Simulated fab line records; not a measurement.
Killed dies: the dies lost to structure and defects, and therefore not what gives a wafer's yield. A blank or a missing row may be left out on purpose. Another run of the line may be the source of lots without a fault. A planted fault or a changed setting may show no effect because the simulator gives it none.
The same fault as seen by 3 desks	flow n5 finfet	every desk sees just its own numbers, and what lay behind them comes last

## DESK OF THE TOOL OWNER: wet bench-03
The tool's own readings at N5_STI_FIN_REVEAL_CLEAN_19 (cleans in O3/DIW, time 120 s): means of the sampled wafers that have a number, for each lot that ran on this tool. A lot is out of limits, marked OUT, if its mean lies more than 4 standard deviations from the usual mean; the brackets give that distance.
Columns: A = bath heat duty pct at N5_STI_FIN_REVEAL_CLEAN_19, usual 6.1 %
lot	first seen here	A
L567	day 3 08:04	5.7
L575	day 5 10:29	5.8
L577	day 5 18:23	6.0
L587	day 8 06:09	6.2
This desk's finding: nothing out of limits on any of the 4 lots.

## THE DEFECT DESK
Per lot, the means of the sampled wafers with a number show what the inspections along the route counted. A lot is out of limits, marked OUT, if its mean lies more than 4 standard deviations from the usual mean; the brackets give that distance.
Columns: A = raw defect count at N5_STI_FIN_REVEAL_INSPECT_13, usual 12
lot	first seen here	A
L566	day 3 01:43	12
L567	day 3 08:16	9
L575	day 5 10:41	305 (+53) OUT
L577	day 5 18:35	325 (+57) OUT
L583	day 7 06:41	12
L587	day 8 06:21	16
This desk finds L575, L577 out of limits, L575 being first, at day 5 10:41 (raw defect count at N5_STI_FIN_REVEAL_INSPECT_13). Within limits: L566, L567, L583, L587.

## METROLOGY DESK
What the gauges read, lot by lot, whatever tool the lot ran on: means of the sampled wafers that have a number. A lot is out of limits, marked OUT, if its mean lies more than 4 standard deviations from the usual mean; the brackets give that distance. Of its 12 readings 7 are shown: those that lie furthest out on some lot.
Columns: A = DIBL_N at N5_BEOL_M4_RC_MEAS_101, usual 36.4 mV/V; B = DIBL_P at N5_BEOL_M4_RC_MEAS_101, usual 36.1 mV/V; C = IOFF_N at N5_BEOL_M4_RC_MEAS_101, usual 0.156 nA/um; D = IOFF_P at N5_BEOL_M4_RC_MEAS_101, usual 0.21 nA/um; E = ION_P at N5_BEOL_M4_RC_MEAS_101, usual 463 uA/um; F = VT_N at N5_BEOL_M4_RC_MEAS_101, usual 250.0 mV; G = VT_P at N5_BEOL_M4_RC_MEAS_101, usual -250 mV
lot	first seen here	A	B	C	D	E	F	G
L566	day 3 01:37	36.8	37.4	0.164	0.21	459	248.6	-249
L567	day 3 08:09	35.8	36.6	0.160	0.19	455	249.0	-254
L575	day 5 10:34	39.1	38.9	0.195	0.27	473	247.8	-246
L577	day 5 18:28	36.5	35.5	0.126	0.16	449	255.0	-257
L583	day 7 06:34	36.8	35.3	0.157	0.22	466	248.9	-248
L587	day 8 06:14	36.4	36.1	0.168	0.18	459	247.7	-253
This desk's finding: nothing out of limits on any of the 6 lots.

## BROUGHT TOGETHER
The defect desk could have raised an alarm at day 5 10:41, on L575, L577.
The desk of the tool owner found nothing out of limits.
At the metrology desk, nothing out of limits was observed.
On record at the tool owner's desk: L575, L577, within its limits.
The metrology desk has L575, L577 on record, within its limits.
On wet bench-03, each named lot ran N5_STI_FIN_REVEAL_CLEAN_19.

## WHAT THE SIMULATOR PUT IN
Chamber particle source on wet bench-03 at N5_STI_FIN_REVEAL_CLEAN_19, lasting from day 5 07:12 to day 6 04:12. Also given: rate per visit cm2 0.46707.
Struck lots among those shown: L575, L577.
Hours from the fault's start to each desk's first reading out of limits: the defect desk, 3.
